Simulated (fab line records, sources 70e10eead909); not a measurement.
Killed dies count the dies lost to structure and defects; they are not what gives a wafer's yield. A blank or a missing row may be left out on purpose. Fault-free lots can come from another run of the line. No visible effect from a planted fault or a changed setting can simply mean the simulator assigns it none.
Matching of chambers    flow nand-harc    NHARC_P_CONTACT_ALD_22 on ald-metal-04: 4 sister chambers
The step deposits TiN, target thk 3 nm, pulse time 1 s, ald cycles 150. 14 wafers are shown with their chamber, then 7 later ones without.

== EACH WAFER AND ITS CHAMBER ==
wafer   chamber  heater-power-w (W)  heater-power-outer-w (W)  precursor-pulse-height-rel
L075.1  1        1120                723                       1.008
L075.2  0        924                 645                       0.994
L075.4  2        1077                660                       1.010
L078.2  3        1008                744                       1.005
L078.4  2        1080                659                       1.017
L078.5  0        962                 643                       1.004
L080.1  2        1093                670                       1.055
L080.3  3        1036                730                       1.044
L080.5  1        1155                725                       1.039
L082.1  1        1158                722                       1.008
L082.4  3        1013                725                       1.015
L082.5  0        949                 617                       1.011
L085.4  3        1055                734                       1.041
L085.5  1        1177                757                       1.044

SIGNATURES, as means of the wafers listed above
reading                     chamber 0  chamber 1  chamber 2  chamber 3  scatter within a chamber
heater-power-w              945.00     1152.50    1083.33    1028.00    20
heater-power-outer-w        635.00     731.75     663.00     733.25     12.7
precursor-pulse-height-rel  1.00300    1.02475    1.02733    1.02625    0.0189
Rule: a wafer lies at a distance from a chamber equal to the root of the sum of squares, over the readings, of (its reading less the chamber's mean, divided by the reading's scatter). If the next closest chamber is less than 2 further off than the closest, the wafer can't be placed; otherwise it belongs to the closest. The scatter: the root of (the sum of the squares of (reading less its chamber's mean) over the shown wafers, divided by (wafers less chambers)).

== WAFERS MISSING THEIR CHAMBER ==
wafer   heater-power-w (W)  heater-power-outer-w (W)  precursor-pulse-height-rel
L085.6  1071                659                       1.019
L093.2  1086                671                       0.962
L093.3  1176                727                       0.995
L093.5  1059                732                       0.978
L094.1  964                 629                       1.011
L094.4  1045                728                       0.970
L094.6  1083                658                       0.998

== CHAMBER TAKEN BY EACH ==
wafer   from the rows above  in truth
L085.6  2                    2
L093.2  2                    2
L093.3  1                    1
L093.5  3                    3
L094.1  0                    0
L094.4  3                    3
L094.6  2                    2
7 of 7 placed correctly. Can't be placed from these rows: 0. Number placed wrongly: 0.
